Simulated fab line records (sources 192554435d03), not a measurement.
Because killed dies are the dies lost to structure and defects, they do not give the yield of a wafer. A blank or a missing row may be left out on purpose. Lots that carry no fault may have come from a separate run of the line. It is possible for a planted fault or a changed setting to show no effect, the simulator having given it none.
The tool behind it: which one?	flow n5-finfet	12 lots, 36 wafers sampled, at 5 steps of a route of 1938

== WHAT THE GAUGES READ, wafer by wafer ==
N5_MOL_CONTACT_COAG_THK_MEAS_29.
lot	measured	on	MD_CAP_THK (nm)
L074	day 5 04:56	film-metro-01	17.84 17.86 17.83
L077	day 6 00:28	film-metro-02	18.01 17.90 17.74
L079	day 6 10:52	film-metro-02	17.94 17.95 17.88
L081	day 6 17:13	film-metro-01	18.02 17.94 18.10
L083	day 7 08:29	film-metro-02	17.85 17.94 17.81
L085	day 8 01:24	film-metro-01	18.01 17.92 17.92
L087	day 8 08:50	film-metro-01	17.83 17.95 17.89
L089	day 8 18:51	film-metro-01	17.90 17.99 17.97
L091	day 9 09:31	film-metro-02	17.96 17.95 17.94
L093	day 10 06:00	film-metro-01	17.88 17.79 17.86
L095	day 10 09:20	film-metro-02	17.97 18.07 17.87
L097	day 10 19:27	film-metro-01	18.00 17.97 18.04

== WHAT TOOL EACH LOT RAN ON (gives the tool, then ch and the chambers of the sampled wafers, and finally the start) ==
lot	N5_MOL_CONTACT_COAG_TI_SIL_19	N5_MOL_CONTACT_COAG_PRE_CLEAN_142	N5_MOL_CONTACT_COAG_CMP_23	N5_MOL_CONTACT_COAG_CMP_28
L074	pvd-sputter-02, day 4 21:38	pvd-sputter-03, day 5 01:55	cmp-04 ch 0,1,2, day 5 02:13	cmp-01 ch 0,2,3, day 5 04:43
L077	pvd-sputter-02, day 5 16:04	pvd-sputter-01, day 5 21:27	cmp-04 ch 1,3, day 5 21:41	cmp-01 ch 1,2, day 6 00:12
L079	pvd-sputter-02, day 6 01:46	pvd-sputter-02, day 6 07:57	cmp-04 ch 1,2, day 6 08:14	cmp-03 ch 1,2, day 6 10:37
L081	pvd-sputter-01, day 6 11:16	pvd-sputter-03, day 6 14:15	cmp-01 ch 0,1,2, day 6 14:36	cmp-03 ch 1,2,3, day 6 17:02
L083	pvd-sputter-02, day 6 23:55	pvd-sputter-02, day 7 04:11	cmp-01 ch 0,2,3, day 7 04:28	cmp-03 ch 1,2,3, day 7 08:11
L085	pvd-sputter-02, day 7 15:54	pvd-sputter-03, day 7 22:20	cmp-03 ch 0,1,2, day 7 22:37	cmp-04 ch 1,2,3, day 8 01:07
L087	pvd-sputter-02, day 8 02:08	pvd-sputter-02, day 8 05:54	cmp-04 ch 0,3, day 8 06:08	cmp-04 ch 2,3, day 8 08:32
L089	pvd-sputter-01, day 8 11:49	pvd-sputter-03, day 8 15:54	cmp-04 ch 1,2,3, day 8 16:17	cmp-04 ch 0,2,3, day 8 18:38
L091	pvd-sputter-01, day 9 02:31	pvd-sputter-02, day 9 06:35	cmp-01 ch 1,2,3, day 9 06:55	cmp-04 ch 0,2,3, day 9 09:18
L093	pvd-sputter-03, day 9 22:12	pvd-sputter-01, day 10 02:55	cmp-01 ch 1,2,3, day 10 03:21	cmp-04 ch 0,1,3, day 10 05:43
L095	pvd-sputter-01, day 10 03:09	pvd-sputter-03, day 10 06:10	cmp-04 ch 1,2,3, day 10 06:34	cmp-04 ch 0,1,3, day 10 09:02
L097	pvd-sputter-02, day 10 12:41	pvd-sputter-01, day 10 16:29	cmp-01 ch 0,1,2, day 10 16:46	cmp-04 ch 1,2, day 10 19:09
- N5_MOL_CONTACT_COAG_TI_SIL_19: material Ti, target thk 4.2 nm, time 15 s.
- N5_MOL_CONTACT_COAG_PRE_CLEAN_142: time 60 s.
- N5_MOL_CONTACT_COAG_CMP_23: polishes, stops on SiO2, t overpolish 1.5 s, target thk 0 nm.
- N5_MOL_CONTACT_COAG_CMP_28: polishes, stops on SiNx, t overpolish 0.85 s, target thk 14.522 nm.

== THE ANSWER, worked out from the rows above alone ==
Rule: the usual values come from the lots themselves. Put in order of their means at a reading, lots are off if they are a third of the lots or fewer, leave a main group of 4 or more, and stand apart from it by a gap of 3 or more times the standard deviation of the main group's means; of several such gaps the widest counts. A main group is skipped when, at the precision printed for the reading in the tables above, its means are all equal. A lot without any number at a reading at which 4 lots or more have one is off too. Where the step has rows for the other lots, those lots are counted as sound.
No lot is off at any reading shown: from this, nothing can be told.

== WHAT THE SIMULATOR HAD INSERTED ==
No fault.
